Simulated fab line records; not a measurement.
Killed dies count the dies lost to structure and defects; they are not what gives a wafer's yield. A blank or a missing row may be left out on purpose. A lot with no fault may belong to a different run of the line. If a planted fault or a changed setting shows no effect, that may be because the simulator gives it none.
Matching of chambers || flow n5_finfet || 3 sister chambers for N5_MOL_CONTACT_COAG_CO_FILL_22 on cvd_co-02
The step material Co, precursor CCTBA/H2, target thk 20 nm. 36 wafers are shown with their chamber, then 12 later ones without.

WAFERS, EACH WITH ITS CHAMBER
{"wafer": "L074.1", "chamber": 1, "heater_power_w (W)": 253}
{"wafer": "L074.2", "chamber": 0, "heater_power_w (W)": 236}
{"wafer": "L074.3", "chamber": 2, "heater_power_w (W)": 227}
{"wafer": "L074.4", "chamber": 0, "heater_power_w (W)": 225}
{"wafer": "L074.5", "chamber": 2, "heater_power_w (W)": 216}
{"wafer": "L074.6", "chamber": 1, "heater_power_w (W)": 261}
{"wafer": "L075.1", "chamber": 0, "heater_power_w (W)": 234}
{"wafer": "L075.4", "chamber": 1, "heater_power_w (W)": 262}
{"wafer": "L075.6", "chamber": 0, "heater_power_w (W)": 230}
{"wafer": "L077.1", "chamber": 2, "heater_power_w (W)": 220}
{"wafer": "L077.2", "chamber": 1, "heater_power_w (W)": 256}
{"wafer": "L077.3", "chamber": 0, "heater_power_w (W)": 232}
{"wafer": "L077.4", "chamber": 0, "heater_power_w (W)": 229}
{"wafer": "L077.5", "chamber": 1, "heater_power_w (W)": 256}
{"wafer": "L077.6", "chamber": 2, "heater_power_w (W)": 217}
{"wafer": "L079.4", "chamber": 0, "heater_power_w (W)": 233}
{"wafer": "L079.5", "chamber": 2, "heater_power_w (W)": 223}
{"wafer": "L079.6", "chamber": 0, "heater_power_w (W)": 235}
{"wafer": "L080.3", "chamber": 0, "heater_power_w (W)": 237}
{"wafer": "L080.4", "chamber": 1, "heater_power_w (W)": 263}
{"wafer": "L080.5", "chamber": 2, "heater_power_w (W)": 222}
{"wafer": "L082.1", "chamber": 0, "heater_power_w (W)": 227}
{"wafer": "L082.5", "chamber": 2, "heater_power_w (W)": 216}
{"wafer": "L082.6", "chamber": 1, "heater_power_w (W)": 260}
{"wafer": "L086.1", "chamber": 2, "heater_power_w (W)": 221}
{"wafer": "L086.2", "chamber": 1, "heater_power_w (W)": 256}
{"wafer": "L086.3", "chamber": 0, "heater_power_w (W)": 237}
{"wafer": "L086.4", "chamber": 1, "heater_power_w (W)": 257}
{"wafer": "L086.5", "chamber": 0, "heater_power_w (W)": 231}
{"wafer": "L086.6", "chamber": 2, "heater_power_w (W)": 218}
{"wafer": "L088.1", "chamber": 0, "heater_power_w (W)": 235}
{"wafer": "L088.2", "chamber": 2, "heater_power_w (W)": 219}
{"wafer": "L088.5", "chamber": 1, "heater_power_w (W)": 257}
{"wafer": "L087.3", "chamber": 0, "heater_power_w (W)": 229}
{"wafer": "L087.4", "chamber": 0, "heater_power_w (W)": 232}
{"wafer": "L087.5", "chamber": 2, "heater_power_w (W)": 218}

SIGNATURES (means of the wafers above)
{"reading": "heater_power_w", "chamber 0": 232.13, "chamber 1": 258.10, "chamber 2": 219.73, "scatter within a chamber": 3.44}
Rule: a wafer lies at a distance from a chamber equal to the root of the sum of squares, over the readings, of (its reading less the chamber's mean, divided by the reading's scatter). The wafer belongs to the nearest chamber; if the next one is less than 2 further off, it can't be placed. How the scatter is found: for the shown wafers, subtract from each reading the mean of its chamber, square and add these, divide the total by (wafers less chambers), then take the root.

WAFERS MISSING THEIR CHAMBER
{"wafer": "L089.1", "heater_power_w (W)": 221}
{"wafer": "L089.4", "heater_power_w (W)": 256}
{"wafer": "L089.6", "heater_power_w (W)": 239}
{"wafer": "L092.1", "heater_power_w (W)": 222}
{"wafer": "L092.4", "heater_power_w (W)": 237}
{"wafer": "L092.6", "heater_power_w (W)": 217}
{"wafer": "L094.1", "heater_power_w (W)": 259}
{"wafer": "L094.2", "heater_power_w (W)": 230}
{"wafer": "L094.5", "heater_power_w (W)": 235}
{"wafer": "L096.1", "heater_power_w (W)": 224}
{"wafer": "L096.2", "heater_power_w (W)": 237}
{"wafer": "L096.6", "heater_power_w (W)": 241}

THE CHAMBER EACH PASSED THROUGH
{"wafer": "L089.1", "from the rows above": 2, "in truth": 2}
{"wafer": "L089.4", "from the rows above": 1, "in truth": 1}
{"wafer": "L089.6", "from the rows above": 0, "in truth": 0}
{"wafer": "L092.1", "from the rows above": 2, "in truth": 2}
{"wafer": "L092.4", "from the rows above": 0, "in truth": 0}
{"wafer": "L092.6", "from the rows above": 2, "in truth": 2}
{"wafer": "L094.1", "from the rows above": 1, "in truth": 1}
{"wafer": "L094.2", "from the rows above": 0, "in truth": 0}
{"wafer": "L094.5", "from the rows above": 0, "in truth": 0}
{"wafer": "L096.1", "from the rows above": "can't be placed: 2 or 0", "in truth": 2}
{"wafer": "L096.2", "from the rows above": 0, "in truth": 0}
{"wafer": "L096.6", "from the rows above": 0, "in truth": 0}
11 of 12 placed correctly. From these rows, 1 cannot be placed; in 1 the true chamber is one of the candidates. Placed wrongly: 0.
